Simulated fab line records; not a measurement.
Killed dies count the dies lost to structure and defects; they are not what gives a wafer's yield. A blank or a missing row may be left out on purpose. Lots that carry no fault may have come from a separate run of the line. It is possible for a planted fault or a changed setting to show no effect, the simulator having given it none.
The tool behind it: which one? | flow n5 finfet | 72 wafers from 24 lots sampled at 6 of the route's 1938 steps

== WHAT THE GAUGES READ, wafer by wafer ==
N5_DUMMY_GATE_CD_MEAS_24 targets a cd of 15 nm. Usual: cd nm 14.9 nm, standard deviation 0.58.
lot  | measured    | on        | cd nm (nm)     | flag
L074 | day 3 01:14 | cd sem-03 | 14.8 14.9 14.8 |
L075 | day 3 07:47 | cd sem-03 | 14.2 14.8 15.0 |
L076 | day 3 11:58 | cd sem-02 | 14.2 13.9 14.4 |
L077 | day 3 17:16 | cd sem-01 | 14.2 15.5 14.0 |
L078 | day 4 01:39 | cd sem-01 | 16.0 15.0 15.2 |
L079 | day 4 05:23 | cd sem-02 | 14.9 15.2 15.3 |
L080 | day 4 13:22 | cd sem-01 | 14.6 14.8 15.1 |
L081 | day 4 18:27 | cd sem-02 | 15.8 15.6 15.4 |
L082 | day 5 01:40 | cd sem-03 | 15.1 15.1 14.9 |
L083 | day 5 05:37 | cd sem-01 | 14.6 16.0 14.9 |
L084 | day 5 11:43 | cd sem-01 | 13.9 14.6 15.0 |
L085 | day 5 20:01 | cd sem-01 | 13.8 14.6 14.3 |
L086 | day 6 00:45 | cd sem-03 | 15.8 14.9 15.3 |
L087 | day 6 05:16 | cd sem-01 | 14.4 14.8 14.4 |
L088 | day 6 13:18 | cd sem-02 | 14.0 15.2 14.8 |
L089 | day 6 18:17 | cd sem-01 | 15.6 14.2 15.2 |
L090 | day 7 00:47 | cd sem-03 | 15.7 14.5 15.3 |
L091 | day 7 05:05 | cd sem-01 | 15.9 15.2 14.8 |
L092 | day 7 11:16 | cd sem-03 | 15.3 15.1 16.9 |
L093 | day 7 20:29 | cd sem-02 | 15.1 14.6 14.6 |
L094 | day 8 01:05 | cd sem-01 | 14.4 14.8 15.5 |
L095 | day 8 07:58 | cd sem-01 | 14.6 14.5 14.3 |
L096 | day 8 11:53 | cd sem-02 | 15.5 15.5 15.0 |
L097 | day 8 18:27 | cd sem-02 | 15.1 15.2 15.1 |

N5_ILD0_THK_MEAS_13. Usual: thk nm 18.6 nm, standard deviation 1.
lot  | measured    | on            | thk nm (nm)    | flag
L074 | day 3 18:51 | film metro-02 | 18.4 17.1 17.4 |
L075 | day 4 00:45 | film metro-02 | 18.3 17.4 18.0 |
L076 | day 4 04:41 | film metro-02 | 19.8 18.0 19.0 |
L077 | day 4 10:43 | film metro-01 | 17.5 16.3 18.4 |
L078 | day 4 20:23 | film metro-01 | 20.0 18.7 19.8 |
L079 | day 5 01:28 | film metro-01 | 19.9 21.5 19.9 |
L080 | day 5 07:07 | film metro-01 | 18.7 17.7 18.3 |
L081 | day 5 13:17 | film metro-01 | 19.9 20.0 19.3 |
L082 | day 5 21:31 | film metro-02 | 18.5 18.6 19.1 |
L083 | day 5 23:04 | film metro-01 | 18.4 18.2 17.4 |
L084 | day 6 04:45 | film metro-02 | 17.4 17.6 16.9 |
L085 | day 6 12:34 | film metro-02 | 19.3 18.7 17.8 |
L086 | day 6 17:34 | film metro-01 | 17.7 17.9 17.8 |
L087 | day 6 22:34 | film metro-01 | 19.3 19.0 18.6 |
L088 | day 7 05:53 | film metro-01 | 19.4 19.5 20.1 |
L089 | day 7 13:22 | film metro-02 | 18.4 18.5 18.2 |
L090 | day 7 19:04 | film metro-02 | 19.2 18.9 19.1 |
L091 | day 8 00:44 | film metro-02 | 19.9 19.9 19.0 |
L092 | day 8 06:28 | film metro-01 | 17.4 18.0 18.1 |
L093 | day 8 13:32 | film metro-02 | 19.3 20.4 19.3 |
L094 | day 8 20:37 | film metro-02 | 16.1 19.0 17.1 |
L095 | day 9 01:36 | film metro-02 | 18.0 18.3 18.2 |
L096 | day 9 08:04 | film metro-01 | 19.2 18.1 18.6 |
L097 | day 9 14:25 | film metro-01 | 18.8 19.5 19.8 |

== WHICH TOOL RAN EACH LOT (tool, then ch and the chambers of the sampled wafers, then the start) ==
lot  | N5_SD_EPI_N_ETCH_34               | N5_SD_EPI_N_ETCHBACK_44           | N5_SD_EPI_N_STRIP_38                | N5_ILD0_CMP_07
L074 | rie diel-04 ch 0,3, day 3 03:05   | rie diel-04 ch 0,3, day 3 03:28   | plasma asher-01 ch 0,1, day 3 03:51 | cmp-04 ch 0,1,3, day 3 15:27
L075 | rie diel-05 ch 2,3, day 3 09:10   | rie diel-05 ch 2,3, day 3 09:32   | plasma asher-01 ch 0,1, day 3 09:55 | cmp-02 ch 1,2, day 3 21:14
L076 | rie diel-06 ch 0,1,2, day 3 13:34 | rie diel-06 ch 0,1,2, day 3 13:57 | plasma asher-01 ch 0,1, day 3 14:19 | cmp-02 ch 1,3, day 4 01:11
L077 | rie diel-06 ch 0,2,3, day 3 19:00 | rie diel-06 ch 0,2,3, day 3 19:23 | plasma asher-01 ch 0, day 3 19:44   | cmp-04 ch 2,3, day 4 07:12
L078 | rie diel-04 ch 1,2, day 4 03:11   | rie diel-04 ch 1,2, day 4 03:34   | plasma asher-02 ch 0,1, day 4 03:56 | cmp-01 ch 2,3, day 4 16:54
L079 | rie diel-04 ch 0,1,2, day 4 06:48 | rie diel-04 ch 0,1,2, day 4 07:11 | plasma asher-02 ch 0,1, day 4 07:32 | cmp-01 ch 1,2,3, day 4 21:40
L080 | rie diel-04 ch 1,2,3, day 4 14:53 | rie diel-04 ch 1,2,3, day 4 15:16 | plasma asher-02 ch 0, day 4 15:37   | cmp-02 ch 0,3, day 5 03:28
L081 | rie diel-04 ch 0,1,2, day 4 19:52 | rie diel-04 ch 0,1,2, day 4 20:15 | plasma asher-01 ch 0,1, day 4 20:37 | cmp-01 ch 0,1,3, day 5 09:49
L082 | rie diel-05 ch 0,1,3, day 5 03:50 | rie diel-05 ch 0,1,3, day 5 04:13 | plasma asher-02 ch 0,1, day 5 04:37 | cmp-02 ch 0,1,2, day 5 18:05
L083 | rie diel-05 ch 0,1,2, day 5 07:01 | rie diel-05 ch 0,1,2, day 5 07:24 | plasma asher-02 ch 0, day 5 07:46   | cmp-01 ch 0,2,3, day 5 19:36
L084 | rie diel-06 ch 1,2,3, day 5 13:06 | rie diel-06 ch 1,2,3, day 5 13:29 | plasma asher-01 ch 0,1, day 5 13:50 | cmp-02 ch 0,1,3, day 6 01:09
L085 | rie diel-06 ch 1,2,3, day 5 21:27 | rie diel-06 ch 1,2,3, day 5 21:50 | plasma asher-02 ch 0,1, day 5 22:12 | cmp-02 ch 0,1, day 6 09:04
L086 | rie diel-04 ch 0,1,2, day 6 02:10 | rie diel-04 ch 0,1,2, day 6 02:33 | plasma asher-01 ch 0,1, day 6 02:55 | cmp-01 ch 0,3, day 6 14:05
L087 | rie diel-04 ch 0,1,3, day 6 06:34 | rie diel-04 ch 0,1,3, day 6 06:56 | plasma asher-02 ch 0,1, day 6 07:18 | cmp-04 ch 1,2,3, day 6 19:08
L088 | rie diel-05 ch 0,1,2, day 6 14:37 | rie diel-05 ch 0,1,2, day 6 15:00 | plasma asher-01 ch 0,1, day 6 15:22 | cmp-04 ch 1,2,3, day 7 02:19
L089 | rie diel-05 ch 0,1, day 6 19:36   | rie diel-05 ch 0,1, day 6 19:59   | plasma asher-02 ch 0,1, day 6 20:20 | cmp-04 ch 0,1,2, day 7 09:12
L090 | rie diel-05 ch 0,1,2, day 7 02:11 | rie diel-05 ch 0,1,2, day 7 02:34 | plasma asher-02 ch 0,1, day 7 02:58 | cmp-01 ch 1,3, day 7 15:28
L091 | rie diel-05 ch 0,2, day 7 07:14   | rie diel-05 ch 0,2, day 7 07:37   | plasma asher-02 ch 0,1, day 7 08:28 | cmp-02 ch 0,1,3, day 7 21:19
L092 | rie diel-05 ch 1,2, day 7 14:38   | rie diel-05 ch 1,2, day 7 15:01   | plasma asher-01 ch 0,1, day 7 15:23 | cmp-02 ch 1,2,3, day 8 02:58
L093 | rie diel-04 ch 0,1,3, day 7 21:54 | rie diel-04 ch 0,1,3, day 7 22:17 | plasma asher-02 ch 0,1, day 7 22:38 | cmp-02 ch 0,1, day 8 10:01
L094 | rie diel-06 ch 0,1,3, day 8 02:44 | rie diel-06 ch 0,1,3, day 8 03:07 | plasma asher-01 ch 0,1, day 8 03:29 | cmp-01 ch 1,2,3, day 8 15:02
L095 | rie diel-06 ch 0,1,2, day 8 09:55 | rie diel-06 ch 0,1,2, day 8 10:17 | plasma asher-02 ch 0,1, day 8 10:40 | cmp-01 ch 1,2,3, day 8 22:05
L096 | rie diel-04 ch 0,1, day 8 13:37   | rie diel-04 ch 0,1, day 8 14:00   | plasma asher-01 ch 0,1, day 8 14:22 | cmp-01 ch 0,3, day 9 04:23
L097 | rie diel-05 ch 0,2, day 8 20:32   | rie diel-05 ch 0,2, day 8 21:06   | plasma asher-01 ch 0,1, day 8 21:38 | cmp-02 ch 0,3, day 9 10:53
- N5_SD_EPI_N_ETCH_34: etches SiARC in CF4, target depth 45.5 nm, time 75.8 s.
- N5_SD_EPI_N_ETCHBACK_44: etches SiNx in CH3F/O2, stops on SiO2, target depth 14.5 nm.
- N5_SD_EPI_N_STRIP_38: strips in N2/H2.
- N5_ILD0_CMP_07: polishes SiO2 flowable, stops on poly-Si, t overpolish 1.18 s, target thk 138.88 nm.

== WHAT THE TOOLS THEMSELVES READ (means of the sampled wafers that have a number; where no wafer has one, the mark that the record gives instead) ==
N5_SD_EPI_N_ETCH_34. Usual: drypump motor current A 5.7 A, standard deviation 0.43; etch rf on time s 75.6 s, standard deviation 2.3; oes product au 0.65 a.u., standard deviation 0.076; rf fwd power W 538.8 W, standard deviation 2.1; rf vpp V 183.6 V, standard deviation 1.1; showerhead plenum p Torr 2.10 Torr, standard deviation 0.071; throttle valve pct 15.58 %, standard deviation 0.26.
lot  | tool        | drypump motor current A (A) | etch rf on time s (s) | oes product au (a.u.) | rf fwd power W (W) | rf vpp V (V) | showerhead plenum p Torr (Torr) | throttle valve pct (%) | flag
L074 | rie diel-04 | 5.4                         | 75.2                  | 0.60                  | 540.0              | 183.5        | 2.08                            | 15.56                  |
L075 | rie diel-05 | 5.4                         | 77.9                  | 0.59                  | 540.2              | 184.2        | 2.17                            | 15.77                  |
L076 | rie diel-06 | 6.0                         | 75.0                  | 0.62                  | 538.8              | 183.8        | 2.10                            | 15.83                  |
L077 | rie diel-06 | 6.2                         | 73.9                  | 0.70                  | 539.9              | 182.8        | 2.08                            | 15.61                  |
L078 | rie diel-04 | 5.4                         | 76.4                  | 0.63                  | 537.5              | 184.2        | 2.11                            | 15.43                  |
L079 | rie diel-04 | 5.6                         | 76.3                  | 0.63                  | 538.4              | 184.2        | 2.11                            | 15.50                  |
L080 | rie diel-04 | 5.5                         | 74.8                  | 0.71                  | 539.0              | 184.0        | 2.12                            | 15.35                  |
L081 | rie diel-04 | 5.6                         | 77.0                  | 0.62                  | 537.9              | 183.7        | 2.11                            | 15.52                  |
L082 | rie diel-05 | 5.8                         | 75.5                  | 0.66                  | 537.9              | 183.0        | 2.09                            | 15.64                  |
L083 | rie diel-05 | 5.6                         | 75.8                  | 0.67                  | 537.6              | 184.2        | 2.13                            | 15.54                  |
L084 | rie diel-06 | 6.0                         | 72.6                  | 0.68                  | 539.3              | 183.7        | 2.07                            | 15.63                  |
L085 | rie diel-06 | 5.9                         | 73.2                  | 0.68                  | 541.0              | 182.9        | 2.07                            | 15.62                  |
L086 | rie diel-04 | 5.5                         | 77.9                  | 0.61                  | 538.0              | 183.2        | 2.10                            | 15.53                  |
L087 | rie diel-04 | 5.4                         | 76.5                  | 0.67                  | 540.6              | 183.0        | 2.07                            | 15.33                  |
L088 | rie diel-05 | 5.6                         | 74.7                  | 0.66                  | 537.7              | 182.6        | 2.13                            | 15.54                  |
L089 | rie diel-05 | 5.9                         | 74.6                  | 0.71                  | 535.7              | 182.9        | 2.08                            | 15.42                  |
L090 | rie diel-05 | 5.6                         | 75.3                  | 0.65                  | 536.6              | 184.4        | 2.12                            | 15.56                  |
L091 | rie diel-05 | 5.5                         | 76.3                  | 0.59                  | 540.2              | 183.9        | 2.10                            | 15.77                  |
L092 | rie diel-05 | 5.8                         | 75.6                  | 0.69                  | 537.0              | 183.9        | 2.14                            | 15.36                  |
L093 | rie diel-04 | 5.4                         | 76.1                  | 0.65                  | 539.1              | 183.4        | 2.06                            | 15.37                  |
L094 | rie diel-06 | 6.3                         | 73.5                  | 0.66                  | 540.4              | 183.7        | 2.10                            | 15.78                  |
L095 | rie diel-06 | 6.0                         | 76.4                  | 0.60                  | 540.4              | 183.2        | 2.08                            | 15.91                  |
L096 | rie diel-04 | 5.3                         | 76.8                  | 0.60                  | 539.4              | 182.9        | 2.05                            | 15.46                  |
L097 | rie diel-05 | 5.5                         | 77.1                  | 0.58                  | 540.3              | 183.7        | 2.10                            | 15.80                  |

N5_SD_EPI_N_ETCHBACK_44. Usual: drypump motor current A 5.7 A, standard deviation 0.43; oes_ar_750_au 0.76 a.u., standard deviation 0.086; oes product au 0.65 a.u., standard deviation 0.067; rf fwd power W 393.0 W, standard deviation 1.3; rf vpp V 294 V, standard deviation 6; showerhead plenum p Torr 1.96 Torr, standard deviation 0.067; throttle valve pct 16.31 %, standard deviation 0.26.
lot  | tool        | drypump motor current A (A) | oes_ar_750_au (a.u.) | oes product au (a.u.) | rf fwd power W (W) | rf vpp V (V) | showerhead plenum p Torr (Torr) | throttle valve pct (%) | flag
L074 | rie diel-04 | 5.5                         | 0.72                 | 0.60                  | 393.9              | 293          | 1.96                            | 16.36                  |
L075 | rie diel-05 | 5.4                         | 0.71                 | 0.61                  | 392.5              | 289          | 2.03                            | 16.51                  |
L076 | rie diel-06 | 6.0                         | 0.74                 | 0.62                  | 392.8              | 301          | 1.95                            | 16.52                  |
L077 | rie diel-06 | 6.2                         | 0.81                 | 0.68                  | 394.1              | 294          | 1.94                            | 16.31                  |
L078 | rie diel-04 | 5.4                         | 0.75                 | 0.64                  | 392.5              | 292          | 1.96                            | 16.09                  |
L079 | rie diel-04 | 5.6                         | 0.74                 | 0.63                  | 392.8              | 292          | 1.97                            | 16.22                  |
L080 | rie diel-04 | 5.5                         | 0.83                 | 0.70                  | 392.2              | 292          | 1.99                            | 16.10                  |
L081 | rie diel-04 | 5.5                         | 0.74                 | 0.63                  | 393.3              | 293          | 1.97                            | 16.22                  |
L082 | rie diel-05 | 5.8                         | 0.77                 | 0.66                  | 393.4              | 294          | 1.96                            | 16.43                  |
L083 | rie diel-05 | 5.6                         | 0.78                 | 0.67                  | 392.6              | 297          | 1.99                            | 16.30                  |
L084 | rie diel-06 | 5.9                         | 0.80                 | 0.68                  | 393.5              | 297          | 1.93                            | 16.32                  |
L085 | rie diel-06 | 6.0                         | 0.79                 | 0.67                  | 391.9              | 297          | 1.93                            | 16.32                  |
L086 | rie diel-04 | 5.5                         | 0.73                 | 0.62                  | 393.2              | 291          | 1.96                            | 16.25                  |
L087 | rie diel-04 | 5.4                         | 0.79                 | 0.67                  | 392.1              | 292          | 1.93                            | 16.08                  |
L088 | rie diel-05 | 5.6                         | 0.78                 | 0.65                  | 392.7              | 297          | 1.99                            | 16.33                  |
L089 | rie diel-05 | 6.0                         | 0.82                 | 0.70                  | 393.3              | 297          | 1.95                            | 16.23                  |
L090 | rie diel-05 | 5.6                         | 0.77                 | 0.65                  | 392.4              | 297          | 1.99                            | 16.33                  |
L091 | rie diel-05 | 5.5                         | 0.70                 | 0.60                  | 392.5              | 300          | 1.96                            | 16.52                  |
L092 | rie diel-05 | 5.8                         | 0.82                 | 0.70                  | 392.7              | 294          | 2.01                            | 16.14                  |
L093 | rie diel-04 | 5.4                         | 0.78                 | 0.66                  | 393.1              | 294          | 1.93                            | 16.12                  |
L094 | rie diel-06 | 6.3                         | 0.77                 | 0.64                  | 394.2              | 292          | 1.95                            | 16.47                  |
L095 | rie diel-06 | 6.0                         | 0.70                 | 0.60                  | 393.1              | 299          | 1.94                            | 16.59                  |
L096 | rie diel-04 | 5.3                         | 0.71                 | 0.61                  | 391.2              | 291          | 1.90                            | 16.13                  |
L097 | rie diel-05 | 5.5                         | 0.69                 | 0.59                  | 393.5              | 300          | 1.96                            | 16.57                  |

N5_SD_EPI_N_STRIP_38. Usual: drypump motor current A 5.78 A, standard deviation 0.29; heater power w 337 W, standard deviation 32; oes product au 0.761 a.u., standard deviation 0.011.
lot  | tool            | drypump motor current A (A) | heater power w (W) | oes product au (a.u.) | flag
L074 | plasma asher-01 | 5.71                        | 327                | 0.764                 |
L075 | plasma asher-01 | 5.98                        | 351                | 0.767                 |
L076 | plasma asher-01 | 5.98                        | 357                | 0.753                 |
L077 | plasma asher-01 | 6.24                        | 374                | 0.755                 |
L078 | plasma asher-02 | 5.69                        | 343                | 0.758                 |
L079 | plasma asher-02 | 5.76                        | 322                | 0.766                 |
L080 | plasma asher-02 | 5.81                        | 309                | 0.749                 |
L081 | plasma asher-01 | 5.97                        | 349                | 0.753                 |
L082 | plasma asher-02 | 5.68                        | 343                | 0.755                 |
L083 | plasma asher-02 | 5.80                        | 308                | 0.764                 |
L084 | plasma asher-01 | 5.72                        | 328                | 0.760                 |
L085 | plasma asher-02 | 5.69                        | 341                | 0.749                 |
L086 | plasma asher-01 | 5.96                        | 351                | 0.759                 |
L087 | plasma asher-02 | 5.73                        | 328                | 0.761                 |
L088 | plasma asher-01 | 5.72                        | 331                | 0.762                 |
L089 | plasma asher-02 | 5.76                        | 324                | 0.755                 |
L090 | plasma asher-02 | 5.75                        | 323                | 0.752                 |
L091 | plasma asher-02 | 5.67                        | 340                | 0.756                 |
L092 | plasma asher-01 | 5.97                        | 353                | 0.758                 |
L093 | plasma asher-02 | 5.66                        | 342                | 0.754                 |
L094 | plasma asher-01 | 5.73                        | 326                | 0.760                 |
L095 | plasma asher-02 | 5.67                        | 343                | 0.770                 |
L096 | plasma asher-01 | 5.71                        | 332                | 0.766                 |
L097 | plasma asher-01 | 5.97                        | 349                | 0.764                 |

N5_ILD0_CMP_07. Usual: motor current A 12.5 A, standard deviation 1.4; pad life wafers 1064, standard deviation 620.
lot  | tool   | motor current A (A) | pad life wafers | flag
L074 | cmp-04 | 12.4                | 1671            |
L075 | cmp-02 | 13.5                | 114             |
L076 | cmp-02 | 14.0                | 151             |
L077 | cmp-04 | 12.4                | 1832            |
L078 | cmp-01 | 11.1                | 1237            |
L079 | cmp-01 | 10.9                | 1268            |
L080 | cmp-02 | 14.6                | 374             |
L081 | cmp-01 | 10.7                | 1388            |
L082 | cmp-02 | 13.3                | 482             |
L083 | cmp-01 | 11.7                | 1466            |
L084 | cmp-02 | 13.9                | 535             |
L085 | cmp-02 | 13.2                | 624             |
L086 | cmp-01 | 11.7                | 1550            |
L087 | cmp-04 | 12.3                | 290             |
L088 | cmp-04 | 12.4                | 356             |
L089 | cmp-04 | 12.2                | 405             |
L090 | cmp-01 | 11.4                | 1759            |
L091 | cmp-02 | 14.0                | 891             |
L092 | cmp-02 | 13.8                | 925             |
L093 | cmp-02 | 13.4                | 992             |
L094 | cmp-01 | 11.1                | 1958            |
L095 | cmp-01 | 11.0                | 2013            |
L096 | cmp-01 | 11.1                | 2064            |
L097 | cmp-02 | 13.9                | 1189            |

== THE ANSWER, worked out from the rows above alone ==
Rule: take the mean of a lot's wafers that have a number; if it is more than 3 standard deviations from the usual mean, the lot is off. Also off: a lot with no number at a reading for which 4 or more lots have one. All remaining lots with rows at the step are treated as sound. After the gauges, taken in route order, come the tools' own readings; for these a lot's mean is taken, as printed above. The first step at which some lot is off is used, and at that step the reading that is off furthest; a lot without a number counts as furthest.
No lot is off at any reading shown: from this, nothing can be told.

== WHAT THE SIMULATOR HAD INSERTED ==
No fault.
